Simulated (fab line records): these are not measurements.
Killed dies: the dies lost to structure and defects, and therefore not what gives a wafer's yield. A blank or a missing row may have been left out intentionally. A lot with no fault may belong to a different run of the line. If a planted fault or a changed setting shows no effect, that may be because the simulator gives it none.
Comparing a struck lot with a sound one + flow nand harc + 17 steps out of a route of 1302
Sound: wafers L895.2, L895.3, L895.5. Struck: wafers L905.2, L905.5 (left out: L905.4, a lot-mate that was not struck); the cause follows at the end.
Per side, at each step with rows, come the tool, then ch with its chambers, and then its first start. Under that, the readings that differ: sound wafers + struck wafers + difference of the means + sigmas: that difference in standard deviations of wafers without a fault.
alike: same words and numbers on both sides, and readings whose means sit less than 2 such deviations apart. not compared: any withheld reading, any reading some wafer has no value for, any bound like >300 that may hide the same value, and any number with overlapping values for which the record gives no deviation.
The two part at a step that has a row with sigmas, a row that says differs or no value, or rows on one side only. When numbers do not overlap yet have no deviation, they are printed without sigmas and do not part them. Lack of a reading on every wafer of one side parts them only where that side has two or more wafers.

NHARC_A_M0_DESCUM_14: chemistry O2, time 3 s.
  sound on rie diel-08 ch 0,2, day 24 08:01; struck on rie diel-08 ch 1,2, day 27 13:35
  alike: drypump motor current A, oes product au, rf vpp V, showerhead plenum p Torr, throttle valve pct
  not compared: rf hours counter h
NHARC_A_M0_ETCH_34: etches the open film in N2/H2, target depth 40 nm, overetch 12 nm, time 43.94 s.
  sound on rie diel-08 ch 0,2,3, day 24 08:08; struck on rie diel-08 ch 2,3, day 27 13:40
  alike: drypump motor current A, oes product au, rf vpp V, showerhead plenum p Torr, throttle valve pct
  not compared: rf hours counter h
then, 1 step without rows for these wafers: NHARC_A_M0_ETCH_15 (etches the open film in C4F8/Ar, target depth 150 nm, overetch 15 nm, time 82.5 s).
NHARC_A_M0_CD_MEAS_16:
  sound on cd sem-01, day 24 08:22; struck on cd sem-01, day 27 13:53
  alike: cd nm
NHARC_A_M0_STRIP_18: strips in N2/H2.
  sound on rie diel-13 ch 0,2,3, day 24 08:26; struck on rie diel-02 ch 1,2, day 27 13:58
  alike: drypump motor current A, oes product au, rf vpp V, showerhead plenum p Torr, throttle valve pct
  not compared: rf hours counter h
then, 2 steps without rows for these wafers: NHARC_A_M0_STRIP_19 (strips in post etch residue remover, time 600 s); NHARC_A_M0_DEGAS_28 (time 60 s).
NHARC_A_M0_PRE_CLEAN_29: time 30 s.
  sound on pvd sputter-02; struck on pvd sputter-03
| reading            | sound       | struck  | difference | sigmas |
|--------------------|-------------|---------|------------|--------|
| heater power w (W) | 482 487 485 | 347 434 | -94        | -2     |
then, 4 steps without rows for these wafers: NHARC_A_M0_PVD_20 (deposits TaN, target thk 5 nm, time 8.06 s); NHARC_A_M0_PVD_21 (deposits Cu, target thk 30 nm, time 20.49 s); NHARC_A_M0_ECD_22 (material Cu, target thk 400 nm); NHARC_A_M0_ANNEAL_30 (time 90 s).
NHARC_A_M0_CMP_23: polishes, t overpolish 20 s, target thk 113.75 nm.
  sound on cmp-04 ch 0,3, day 24 10:06; struck on cmp-04 ch 2,3, day 27 15:37
| reading                | sound          | struck    | difference | sigmas |
|------------------------|----------------|-----------|------------|--------|
| time to endpoint s (s) | 26.6 28.1 29.0 | 37.6 36.4 | +9.1       | +3     |
  alike: motor current A
  not compared: pad life wafers
after that, 1 step had no rows for these wafers: NHARC_A_M0_SRD_25.
NHARC_A_M0_INSPECT_27:
  sound on defect inspect-01, day 24 10:33; struck on defect inspect-01, day 27 16:04
| reading          | sound       | struck    | difference | sigmas |
|------------------|-------------|-----------|------------|--------|
| raw defect count | 745 737 529 | 3191 3326 | +2588      | +17    |
NHARC_A_M0_PRE_CLEAN_31: time 12 s.
  sound on pecvd-02 ch 0,2, day 24 10:37; struck on pecvd-02 ch 2, day 27 16:08
  alike: heater power w
NHARC_END_SORT_01:
  the record has rows for the sound wafers here (prober-01 ch 0, day 25 22:22) and none for the struck ones

WHERE THEY PART
Earliest at NHARC_A_M0_PRE_CLEAN_29; latest, in this record, at NHARC_END_SORT_01.

WHY: whatever the simulator had introduced
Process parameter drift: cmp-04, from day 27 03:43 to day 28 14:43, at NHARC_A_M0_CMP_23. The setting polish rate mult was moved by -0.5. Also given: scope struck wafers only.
